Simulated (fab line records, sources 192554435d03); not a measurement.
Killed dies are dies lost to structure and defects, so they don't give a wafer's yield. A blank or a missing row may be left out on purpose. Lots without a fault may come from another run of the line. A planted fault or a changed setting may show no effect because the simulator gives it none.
Which tool did it? | flow n5_finfet | 24 lots, 72 wafers sampled, at 4 steps of a route of 1938

WHAT THE GAUGES READ, wafer by wafer
N5_BEOL_M1_INSPECT_13: inspects for defects (brightfield).
lot  | measured     | on                | raw_defect_count
L074 | day 6 00:53  | defect_inspect-02 | 412 253 473
L075 | day 6 11:57  | defect_inspect-02 | 278 308 350
L076 | day 6 18:44  | defect_inspect-02 | 308 319 281
L077 | day 6 19:38  | defect_inspect-01 | 531 588 384
L078 | day 7 05:34  | defect_inspect-01 | 630 559 561
L079 | day 7 08:44  | defect_inspect-01 | 400 504 476
L080 | day 7 14:10  | defect_inspect-02 | 253 419 449
L081 | day 7 21:59  | defect_inspect-01 | 761 553 646
L082 | day 8 02:46  | defect_inspect-02 | 672 337 444
L083 | day 8 07:57  | defect_inspect-01 | 537 352 569
L084 | day 8 15:20  | defect_inspect-01 | 549 513 324
L085 | day 9 01:51  | defect_inspect-02 | 442 327 429
L086 | day 9 12:01  | defect_inspect-02 | 410 317 319
L087 | day 9 11:52  | defect_inspect-01 | 347 353 375
L088 | day 9 16:14  | defect_inspect-02 | 387 424 424
L089 | day 9 20:52  | defect_inspect-01 | 350 571 494
L090 | day 10 01:04 | defect_inspect-02 | 343 341 435
L091 | day 10 10:40 | defect_inspect-02 | 306 267 266
L092 | day 10 11:33 | defect_inspect-01 | 448 470 589
L093 | day 10 17:30 | defect_inspect-01 | 535 430 463
L094 | day 11 03:46 | defect_inspect-02 | 442 426 369
L095 | day 11 12:02 | defect_inspect-02 | 360 362 308
L096 | day 11 11:41 | defect_inspect-01 | 390 441 435
L097 | day 12 04:02 | defect_inspect-02 | 419 511 320

WHICH TOOL RAN EACH LOT (tool, then ch and the chambers of the sampled wafers, then the start)
lot  | N5_BEOL_M0_HM_OPEN_105            | N5_BEOL_M0_STRIP_104               | N5_BEOL_M0_SPUTTER_134
L074 | rie_metal-02 ch 0,1, day 5 17:59  | rie_diel-02 ch 0,1, day 5 18:10    | pvd_sputter-02, day 5 22:52
L075 | rie_metal-01 ch 1, day 6 05:50    | rie_diel-02 ch 0,1, day 6 06:19    | pvd_sputter-02, day 6 08:47
L076 | rie_metal-02 ch 0,1, day 6 11:35  | rie_diel-01 ch 0,1, day 6 11:45    | pvd_sputter-03, day 6 15:20
L077 | rie_metal-02 ch 0,1, day 6 14:37  | rie_diel-01 ch 0,1,3, day 6 14:59  | pvd_sputter-03, day 6 16:46
L078 | rie_metal-03 ch 0,1, day 6 21:50  | rie_diel-01 ch 1,2, day 6 22:09    | pvd_sputter-02, day 7 01:24
L079 | rie_metal-01 ch 1, day 7 00:58    | rie_diel-02 ch 1,2,3, day 7 01:19  | pvd_sputter-02, day 7 04:54
L080 | rie_metal-03 ch 0,1, day 7 07:35  | rie_diel-01 ch 0,2,3, day 7 07:43  | pvd_sputter-01, day 7 09:56
L081 | rie_metal-01 ch 0,1, day 7 15:18  | rie_diel-01 ch 0,1,2, day 7 15:29  | pvd_sputter-02, day 7 18:29
L082 | rie_metal-03 ch 0,1, day 7 18:11  | rie_diel-01 ch 1,3, day 7 18:28    | pvd_sputter-02, day 7 21:32
L083 | rie_metal-01 ch 0,1, day 8 01:54  | rie_diel-06 ch 0,2,3, day 8 02:05  | pvd_sputter-01, day 8 04:01
L084 | rie_metal-03 ch 0,1, day 8 08:32  | rie_diel-01 ch 2,3, day 8 09:00    | pvd_sputter-02, day 8 13:03
L085 | rie_metal-02 ch 0,1, day 8 18:26  | rie_diel-06 ch 0,3, day 8 18:59    | pvd_sputter-01, day 8 22:32
L086 | rie_metal-01 ch 0,1, day 9 02:07  | rie_diel-01 ch 1,2,3, day 9 02:19  | pvd_sputter-02, day 9 06:17
L087 | rie_metal-01 ch 0,1, day 9 02:16  | rie_diel-02 ch 1,2,3, day 9 02:28  | pvd_sputter-01, day 9 06:10
L088 | rie_metal-02 ch 0,1, day 9 11:05  | rie_diel-06 ch 0,1,2, day 9 11:16  | pvd_sputter-01, day 9 12:59
L089 | rie_metal-01 ch 0,1, day 9 14:53  | rie_diel-01 ch 1,2,3, day 9 15:20  | pvd_sputter-03, day 9 17:45
L090 | rie_metal-02 ch 0,1, day 9 20:04  | rie_diel-02 ch 1,3, day 9 20:15    | pvd_sputter-02, day 9 22:08
L091 | rie_metal-03 ch 0,1, day 10 02:43 | rie_diel-02 ch 1,2, day 10 02:55   | pvd_sputter-01, day 10 06:08
L092 | rie_metal-03 ch 0,1, day 10 05:02 | rie_diel-06 ch 0,1,3, day 10 05:29 | pvd_sputter-01, day 10 08:56
L093 | rie_metal-02 ch 0,1, day 10 13:13 | rie_diel-01 ch 0,1,3, day 10 13:24 | pvd_sputter-03, day 10 14:48
L094 | rie_metal-01 ch 0,1, day 10 21:25 | rie_diel-02 ch 0,1,2, day 10 21:53 | pvd_sputter-03, day 11 01:24
L095 | rie_metal-03 ch 0,1, day 11 07:13 | rie_diel-02 ch 0,3, day 11 07:35   | pvd_sputter-03, day 11 10:05
L096 | rie_metal-02 ch 0,1, day 11 07:13 | rie_diel-01 ch 1,2,3, day 11 07:34 | pvd_sputter-03, day 11 09:39
L097 | rie_metal-01 ch 0,1, day 11 20:16 | rie_diel-06 ch 0,1, day 11 20:28   | pvd_sputter-02, day 11 22:34
- N5_BEOL_M0_HM_OPEN_105: chemistry Cl2/BCl3, target TiN, target depth 12 nm.
- N5_BEOL_M0_STRIP_104: strips in N2/H2.
- N5_BEOL_M0_SPUTTER_134: material Cu, target thk 4 nm, time 7.37 s.

WHAT THE TOOLS THEMSELVES READ (means of the sampled wafers that have a number; where no wafer has one, the mark that the record gives instead)
N5_BEOL_M0_HM_OPEN_105.
lot  | tool         | bcl3_flow_sccm (sccm) | bias_w (W) | drypump_motor_current_A (A) | mfc_cl2_sccm (sccm) | oes_product_au (a.u.) | throttle_valve_pct (%)
L074 | rie_metal-02 | 21.76                 | 126.0      | 5.53                        | 53.39               | 0.80                  | 21.78
L075 | rie_metal-01 | 21.74                 | 126.0      | 5.82                        | 53.34               | 0.80                  | 22.28
L076 | rie_metal-02 | 21.75                 | 125.6      | 5.53                        | 53.37               | 0.79                  | 21.78
L077 | rie_metal-02 | 21.76                 | 126.1      | 5.53                        | 53.15               | 0.79                  | 21.77
L078 | rie_metal-03 | 21.79                 | 126.4      | 6.03                        | 53.36               | 0.83                  | 21.85
L079 | rie_metal-01 | 21.72                 | 126.4      | 5.77                        | 53.47               | 0.79                  | 22.26
L080 | rie_metal-03 | 21.80                 | 126.5      | 6.03                        | 53.25               | 0.82                  | 21.85
L081 | rie_metal-01 | 21.68                 | 126.1      | 5.83                        | 53.28               | 0.79                  | 22.06
L082 | rie_metal-03 | 21.71                 | 125.5      | 6.03                        | 53.32               | 0.81                  | 21.87
L083 | rie_metal-01 | 21.68                 | 126.6      | 5.83                        | 53.11               | 0.77                  | 21.83
L084 | rie_metal-03 | 21.75                 | 125.8      | 6.04                        | 53.16               | 0.87                  | 22.04
L085 | rie_metal-02 | 21.75                 | 125.7      | 5.53                        | 53.25               | 0.77                  | 21.79
L086 | rie_metal-01 | 21.80                 | 125.8      | 5.81                        | 53.26               | 0.78                  | 21.83
L087 | rie_metal-01 | 21.75                 | 126.1      | 5.83                        | 53.08               | 0.77                  | 21.83
L088 | rie_metal-02 | 21.81                 | 126.2      | 5.49                        | 53.22               | 0.77                  | 21.79
L089 | rie_metal-01 | 21.76                 | 126.1      | 5.81                        | 53.41               | 0.77                  | 22.06
L090 | rie_metal-02 | 21.74                 | 125.6      | 5.52                        | 53.51               | 0.77                  | 21.80
L091 | rie_metal-03 | 21.75                 | 126.0      | 6.02                        | 53.32               | 0.85                  | 22.04
L092 | rie_metal-03 | 21.78                 | 125.7      | 6.04                        | 53.32               | 0.86                  | 22.05
L093 | rie_metal-02 | 21.76                 | 126.1      | 5.57                        | 53.38               | 0.76                  | 21.81
L094 | rie_metal-01 | 21.80                 | 126.4      | 5.83                        | 53.37               | 0.76                  | 22.09
L095 | rie_metal-03 | 21.75                 | 125.6      | 6.04                        | 53.32               | 0.84                  | 22.06
L096 | rie_metal-02 | 21.74                 | 125.8      | 5.57                        | 53.30               | 0.76                  | 21.81
L097 | rie_metal-01 | 21.75                 | 126.0      | 5.82                        | 53.29               | 0.76                  | 22.08

N5_BEOL_M0_STRIP_104.
lot  | tool        | drypump_motor_current_A (A) | oes_product_au (a.u.) | rf_vpp_V (V) | showerhead_plenum_p_Torr (Torr) | throttle_valve_pct (%)
L074 | rie_diel-02 | 5.7                         | 0.79                  | 58.6         | 2.60                            | 23.45
L075 | rie_diel-02 | 5.7                         | 0.79                  | 59.9         | 2.59                            | 23.44
L076 | rie_diel-01 | 6.1                         | 0.76                  | 59.8         | 2.57                            | 23.84
L077 | rie_diel-01 | 5.8                         | 0.84                  | 59.0         | 2.63                            | 23.75
L078 | rie_diel-01 | 6.0                         | 0.70                  | 58.5         | 2.57                            | 23.66
L079 | rie_diel-02 | 5.7                         | 0.86                  | 58.3         | 2.60                            | 23.34
L080 | rie_diel-01 | 5.7                         | 0.84                  | 59.1         | 2.66                            | 23.64
L081 | rie_diel-01 | 6.0                         | 0.75                  | 60.0         | 2.60                            | 23.71
L082 | rie_diel-01 | 5.6                         | 0.84                  | 59.5         | 2.62                            | 23.81
L083 | rie_diel-06 | 5.8                         | 0.82                  | 58.8         | 2.49                            | 24.02
L084 | rie_diel-01 | 5.5                         | 0.84                  | 59.7         | 2.65                            | 23.64
L085 | rie_diel-06 | 5.9                         | 0.82                  | 58.8         | 2.49                            | 24.12
L086 | rie_diel-01 | 5.7                         | 0.86                  | 59.0         | 2.59                            | 23.62
L087 | rie_diel-02 | 5.8                         | 0.83                  | 60.2         | 2.59                            | 23.38
L088 | rie_diel-06 | 6.1                         | 0.88                  | 62.1         | 2.52                            | 23.90
L089 | rie_diel-01 | 5.8                         | 0.84                  | 58.5         | 2.59                            | 23.64
L090 | rie_diel-02 | 5.5                         | 0.81                  | 58.8         | 2.60                            | 23.48
L091 | rie_diel-02 | 6.0                         | 0.82                  | 58.5         | 2.58                            | 23.27
L092 | rie_diel-06 | 6.0                         | 0.82                  | 59.1         | 2.52                            | 23.99
L093 | rie_diel-01 | 5.9                         | 0.88                  | 59.1         | 2.62                            | 23.67
L094 | rie_diel-02 | 5.9                         | 0.79                  | 60.1         | 2.58                            | 23.37
L095 | rie_diel-02 | 5.8                         | 0.83                  | 59.9         | 2.58                            | 23.46
L096 | rie_diel-01 | 5.8                         | 0.81                  | 60.3         | 2.58                            | 23.64
L097 | rie_diel-06 | 6.3                         | 0.85                  | 58.6         | 2.51                            | 24.04

N5_BEOL_M0_SPUTTER_134.
lot  | tool           | throttle_valve_pct (%)
L074 | pvd_sputter-02 | 29.2
L075 | pvd_sputter-02 | 29.0
L076 | pvd_sputter-03 | 29.5
L077 | pvd_sputter-03 | 29.6
L078 | pvd_sputter-02 | 29.3
L079 | pvd_sputter-02 | 29.2
L080 | pvd_sputter-01 | 31.5
L081 | pvd_sputter-02 | 28.8
L082 | pvd_sputter-02 | 29.1
L083 | pvd_sputter-01 | 30.7
L084 | pvd_sputter-02 | 29.3
L085 | pvd_sputter-01 | 29.3
L086 | pvd_sputter-02 | 29.1
L087 | pvd_sputter-01 | 30.4
L088 | pvd_sputter-01 | 30.4
L089 | pvd_sputter-03 | 30.0
L090 | pvd_sputter-02 | 28.8
L091 | pvd_sputter-01 | 30.3
L092 | pvd_sputter-01 | 31.8
L093 | pvd_sputter-03 | 29.7
L094 | pvd_sputter-03 | 29.9
L095 | pvd_sputter-03 | 29.8
L096 | pvd_sputter-03 | 29.5
L097 | pvd_sputter-02 | 29.0

THE ANSWER, worked out from the rows above alone
Rule: what is usual is taken from the lots themselves. Put in order of their means at a reading, lots are off if they are a third of the lots or fewer, leave a main group of 4 or more, and stand apart from it by a gap of 3 or more times the standard deviation of the main group's means; of several such gaps the widest counts. A main group whose means are all the same, to the digits that the tables above print for the reading, isn't used. A lot without any number at a reading at which 4 lots or more have one is off too. The other lots that the step has rows for count as sound. The gauges are gone through in route order, then the tools' own readings, and for those a lot's mean is taken as printed above. The first step at which some lot is off is used, and at that step the reading that is off furthest; a lot without a number counts as furthest.
No lot is off at any reading shown: from this, nothing can be told.

WHAT THE SIMULATOR HAD PUT IN
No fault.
